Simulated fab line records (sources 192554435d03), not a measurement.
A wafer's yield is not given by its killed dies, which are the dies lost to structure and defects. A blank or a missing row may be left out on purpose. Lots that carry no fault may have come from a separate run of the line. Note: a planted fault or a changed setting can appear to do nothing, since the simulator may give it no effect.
Chamber matching ; flow n5-finfet ; N5_MOL_CONTACT_COAG_ALD_131 on ald-sin-04: 4 sister chambers
The step deposits SiO2, target thk 5 nm, pulse time 1 s, co reactant pulse time 1 s. 8 wafers are shown with their chamber, then 11 later ones without.

== EACH WAFER AND ITS CHAMBER ==
wafer;chamber;heater-power-w (W);heater-power-outer-w (W)
L080.6;3;79;38
L083.3;3;79;37
L088.3;1;69;39
L088.4;2;80;41
L086.2;2;81;41
L086.3;1;71;38
L086.4;0;90;46
L089.2;0;88;46

== WAFERS WITHOUT THEIR CHAMBER ==
wafer;heater-power-w (W);heater-power-outer-w (W)
L089.4;83;41
L089.5;82;41
L093.2;91;46
L093.3;71;40
L093.4;80;42
L095.4;71;39
L095.5;70;38
L095.6;79;42
L096.1;82;42
L096.2;78;37
L096.6;80;41

== WHICH CHAMBER EACH ONE RAN IN ==
wafer;from the rows above;in truth
L089.4;2;2
L089.5;2;2
L093.2;0;0
L093.3;1;1
L093.4;2;2
L095.4;1;1
L095.5;1;1
L095.6;2;2
L096.1;2;2
L096.2;3;3
L096.6;2;2
Correct placement for 11 of the 11. Not placeable from these rows: 0. Placed wrongly: 0.
How it was worked out, from the rows above alone: a wafer's distance from a chamber is the root of the sum, over the readings, of the square of ((its reading less the chamber's mean) divided by the reading's scatter). The wafer belongs to the nearest chamber; if the next one is less than 2 further off, it can't be placed. For every chamber, the mean is computed from those of its wafers that are shown. How the scatter is found: for the shown wafers, subtract from each reading the mean of its chamber, square and add these, divide the total by (wafers less chambers), then take the root.
